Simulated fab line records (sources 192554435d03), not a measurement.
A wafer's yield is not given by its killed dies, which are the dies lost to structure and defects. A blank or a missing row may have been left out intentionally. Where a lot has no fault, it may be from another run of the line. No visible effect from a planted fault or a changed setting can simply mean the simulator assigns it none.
Matching of chambers | flow n5Finfet | N5_BEOL_M12_DEP_53 on pecvd-04 has 3 sister chambers
The step deposits SiCN from 3MS/NH3, target thk 30 nm, time 10.5 s. 3 wafers are shown with their chamber, then 8 later ones without.

== WAFERS WITH THEIR CHAMBER ==
wafer  | chamber | throttleValvePct (%)
L078.4 | 0       | 18.4
L085.6 | 1       | 20.3
L094.1 | 2       | 17.4

== WAFERS WITH NO CHAMBER GIVEN ==
wafer  | throttleValvePct (%)
L094.2 | 18.6
L094.6 | 17.3
L096.1 | 18.6
L096.2 | 20.0
L096.4 | 17.7
L097.1 | 20.2
L097.2 | 17.5
L097.4 | 17.2

== WHICH CHAMBER EACH WENT THROUGH ==
wafer  | from the rows above     | in truth
L094.2 | 0                       | 0
L094.6 | 2                       | 2
L096.1 | 0                       | 0
L096.2 | 1                       | 1
L096.4 | can't be placed: 2 or 0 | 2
L097.1 | 1                       | 1
L097.2 | 2                       | 2
L097.4 | 2                       | 2
Correct placement for 7 of the 8. Cannot be placed on the basis of these rows: 1; the candidates contain the true chamber in 1. Number placed wrongly: 0.
How it was worked out, from the rows above alone: a wafer's distance from a chamber is the root of the sum, over the readings, of the square of ((its reading less the chamber's mean) divided by the reading's scatter). The wafer belongs to the nearest chamber; if the next one is less than 2 further off, it can't be placed. The mean given for a chamber averages the wafers shown for that chamber. The scatter (one wafer shown for each chamber): square how far every hidden wafer sits from the nearest shown wafer, average those squares and take the square root.
